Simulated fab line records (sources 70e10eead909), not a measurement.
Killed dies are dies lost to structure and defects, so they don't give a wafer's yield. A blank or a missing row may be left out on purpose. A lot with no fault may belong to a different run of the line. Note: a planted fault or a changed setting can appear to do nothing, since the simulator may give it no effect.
Which tool was responsible?    flow nandHarc    38 wafers from 13 lots sampled at 5 of the route's 1302 steps

WHAT THE GAUGES READ, wafer by wafer
NHARC_A_WL_FILL_INSPECT_15. Usual: rawDefectCount at 492, with a standard deviation of 130.
lot   measured      on                rawDefectCount  flag
L220  day 20 21:14  defectInspect-01  399 588 602     
L222  day 21 08:40  defectInspect-02  434 349 493     
L221  day 21 13:49  defectInspect-01  537 561 458     
L229  day 24 23:47  defectInspect-02  440 664         
L232  day 26 11:13  defectInspect-01  553 479 550     
L233  day 26 11:13  defectInspect-02  336 389 360     
L235  day 27 02:43  defectInspect-02  672 985 348     
L237  day 27 14:55  defectInspect-02  383 437 570     
L236  day 28 01:09  defectInspect-02  458 531 377     
L238  day 28 11:16  defectInspect-02  515 524 482     
L243  day 30 08:33  defectInspect-01  453 366 308     
L242  day 30 08:40  defectInspect-01  476 556 817     
L241  day 30 14:37  defectInspect-01  565 609 597     

NHARC_END_SORT_01. Usual: killedAtArray 52, standard deviation 18; killedAtOther 1.2, standard deviation 1.5; killedAtPeriphery 4, standard deviation 3.2; killedDies 57, standard deviation 17; killedOpen 3.1, standard deviation 1.9; killedShort 2.5, standard deviation 1.7.
lot   measured      on         killedAtArray  killedAtOther  killedAtPeriphery  killedDies  killedOpen  killedShort  flag
L220  day 24 02:44  prober-02  48 45 34       3 5 5          1 0 1              52 50 40    1 2 3       8 2 6        
L221  day 25 04:14  prober-02  41 49 39       0 0 0          1 4 3              42 53 42    3 0 6       1 5 4        
L229  day 28 09:12  prober-02  60             1              2                  63          1           2            
L232  day 29 15:56  prober-02  65 70 68       0 0 0          3 5 2              68 75 70    2 0 7       1 2 3        
L235  day 30 12:46  prober-02  32 42 33       0 0 0          1 2 2              33 44 35    1 4 2       1 3 2        
L237  day 30 19:08  prober-01  49 61 56       0 0 0          1 0 1              50 61 57    5 2 4       0 1 1        
L236  day 31 08:42  prober-02  73 51 41       0 5 4          2 2 1              75 58 46    5 3 6       6 0 3        

WHAT TOOL EACH LOT RAN ON (gives the tool, then ch and the chambers of the sampled wafers, and finally the start)
lot   NHARC_A_WL_FILL_ETCHBACK_16                   NHARC_A_WL_FILL_CVD_20                   NHARC_A_WL_FILL_CMP_12
L220  rieDiel-09 ch 1,2,3, day 20 20:50 or earlier  cvdW-02 ch 0,1, day 20 20:50 or earlier  cmp-03 ch 0,1,3, day 20 20:50
L222  rieDiel-09 ch 1,3, day 21 08:11 or earlier    cvdW-02 ch 0,1, day 21 08:11 or earlier  cmp-01 ch 1,2,3, day 21 08:11
L221  rieDiel-09 ch 0,3, day 21 13:20 or earlier    cvdW-01 ch 0,1, day 21 13:20 or earlier  cmp-02 ch 0,1,2, day 21 13:20
L229  rieDiel-08 ch 0,1, day 24 23:20 or earlier    cvdW-01 ch 0,1, day 24 23:20 or earlier  cmp-02 ch 0,2, day 24 23:20
L232  rieDiel-08 ch 1,2, day 26 10:44 or earlier    cvdW-02 ch 0,1, day 26 10:44 or earlier  cmp-01 ch 1,2, day 26 10:44
L233  rieDiel-11 ch 0,2, day 26 10:45 or earlier    cvdW-01 ch 0,1, day 26 10:45 or earlier  cmp-03 ch 1,2, day 26 10:45
L235  rieDiel-08 ch 0,2,3, day 27 02:19 or earlier  cvdW-01 ch 0,1, day 27 02:19 or earlier  cmp-03 ch 0,2,3, day 27 02:19
L237  rieDiel-11 ch 1,2,3, day 27 14:29 or earlier  cvdW-01 ch 1, day 27 14:29 or earlier    cmp-03 ch 0,2, day 27 14:29
L236  rieDiel-08 ch 0,1, day 28 00:41 or earlier    cvdW-01 ch 0,1, day 28 00:41 or earlier  cmp-02 ch 0,1,3, day 28 00:41
L238  rieDiel-11 ch 0,1, day 28 10:47 or earlier    cvdW-02 ch 0,1, day 28 10:47 or earlier  cmp-01 ch 2,3, day 28 10:47
L243  rieDiel-09 ch 2,3, day 30 08:05 or earlier    cvdW-02 ch 0,1, day 30 08:05 or earlier  cmp-02 ch 0,3, day 30 08:05
L242  rieDiel-11 ch 1,2,3, day 30 08:13 or earlier  cvdW-01 ch 0,1, day 30 08:13 or earlier  cmp-01 ch 0,2,3, day 30 08:13
L241  rieDiel-08 ch 1,2, day 30 14:12 or earlier    cvdW-01 ch 0,1, day 30 14:12 or earlier  cmp-03 ch 0,1,2, day 30 14:12
- NHARC_A_WL_FILL_ETCHBACK_16: etches the open film in C4F8/O2/Ar, target depth 120 nm, time 24 s.
- NHARC_A_WL_FILL_CVD_20: deposits W, target thk 100 nm, time 74 s.
- NHARC_A_WL_FILL_CMP_12: polishes, t overpolish 30 s, target thk 100 nm.

AS READ BY THE TOOLS THEMSELVES (means over the sampled wafers that have a number; for cases with no such wafer, the mark the record gives instead)
NHARC_A_WL_FILL_ETCHBACK_16. Usual: biasW 800.0 W, standard deviation 2.2; oesProductAu 0.98 a.u., standard deviation 0.03; rfVppV 722 V, standard deviation 3.8.
lot   tool        biasW (W)  oesProductAu (a.u.)  rfVppV (V)  flag
L220  rieDiel-09  798.4      1.01                 719         
L222  rieDiel-09  798.9      0.92                 718         
L221  rieDiel-09  799.3      0.92                 723         
L229  rieDiel-08  801.0      1.00                 727         
L232  rieDiel-08  800.6      0.93                 721         
L233  rieDiel-11  799.2      0.94                 722         
L235  rieDiel-08  799.7      1.01                 723         
L237  rieDiel-11  800.6      1.00                 720         
L236  rieDiel-08  800.0      0.99                 726         
L238  rieDiel-11  800.9      1.00                 720         
L243  rieDiel-09  801.1      0.99                 719         
L242  rieDiel-11  797.8      0.99                 721         
L241  rieDiel-08  800.2      0.92                 724         

NHARC_A_WL_FILL_CVD_20. Usual: heaterPowerW 859 W, standard deviation 65; throttleValvePct 8.13 %, standard deviation 0.22.
lot   tool     heaterPowerW (W)  throttleValvePct (%)  flag
L220  cvdW-02  804               7.93                  
L222  cvdW-02  791               8.00                  
L221  cvdW-01  965               8.26                  
L229  cvdW-01  910               8.42                  
L232  cvdW-02  809               7.94                  
L233  cvdW-01  902               8.22                  
L235  cvdW-01  900               8.28                  
L237  cvdW-01  937               8.34                  
L236  cvdW-01  891               8.30                  
L238  cvdW-02  806               8.00                  
L243  cvdW-02  783               8.30                  
L242  cvdW-01  916               8.35                  
L241  cvdW-01  905               8.28                  

NHARC_A_WL_FILL_CMP_12. Usual: motorCurrentA 11.8 A, standard deviation 0.96; overpolishRunS 30.000 s, standard deviation 0.0085; padLifeWafers 183, standard deviation 94; timeToEndpointS 20.0 s, standard deviation 2.5.
lot   tool    motorCurrentA (A)  overpolishRunS (s)  padLifeWafers  timeToEndpointS (s)  flag
L220  cmp-03  11.9               30.001              63             17.5                 
L222  cmp-01  11.9               29.996              14             18.0                 
L221  cmp-02  11.5               29.999              200            19.9                 
L229  cmp-02  12.6               30.007              223            18.4                 
L232  cmp-01  11.6               29.996              72             16.8                 
L233  cmp-03  12.3               29.988              192            20.9                 
L235  cmp-03  11.7               30.001              273            18.9                 
L237  cmp-03  11.8               29.993              308            20.5                 
L236  cmp-02  11.4               29.994              68             19.8                 
L238  cmp-01  12.2               29.996              288            17.2                 
L243  cmp-02  12.5               30.003              324            20.2                 
L242  cmp-01  12.1               30.001              80             21.7                 
L241  cmp-03  12.0               30.005              207            21.8                 

THE ANSWER, worked out from the rows above alone
Rule: take the mean of a lot's wafers that have a number; if it is more than 3 standard deviations from the usual mean, the lot is off. Also off: a lot with no number at a reading for which 4 or more lots have one. Where the step has rows for the other lots, those lots are counted as sound. First the gauges in route order, then the tools' own readings, where a lot's mean is used as printed above. The first step at which some lot is off is used, and at that step the reading that is off furthest; a lot without a number counts as furthest.
Across all readings shown, no lot is off: no conclusion can be drawn from this.

WHAT THE SIMULATOR HAD PUT IN
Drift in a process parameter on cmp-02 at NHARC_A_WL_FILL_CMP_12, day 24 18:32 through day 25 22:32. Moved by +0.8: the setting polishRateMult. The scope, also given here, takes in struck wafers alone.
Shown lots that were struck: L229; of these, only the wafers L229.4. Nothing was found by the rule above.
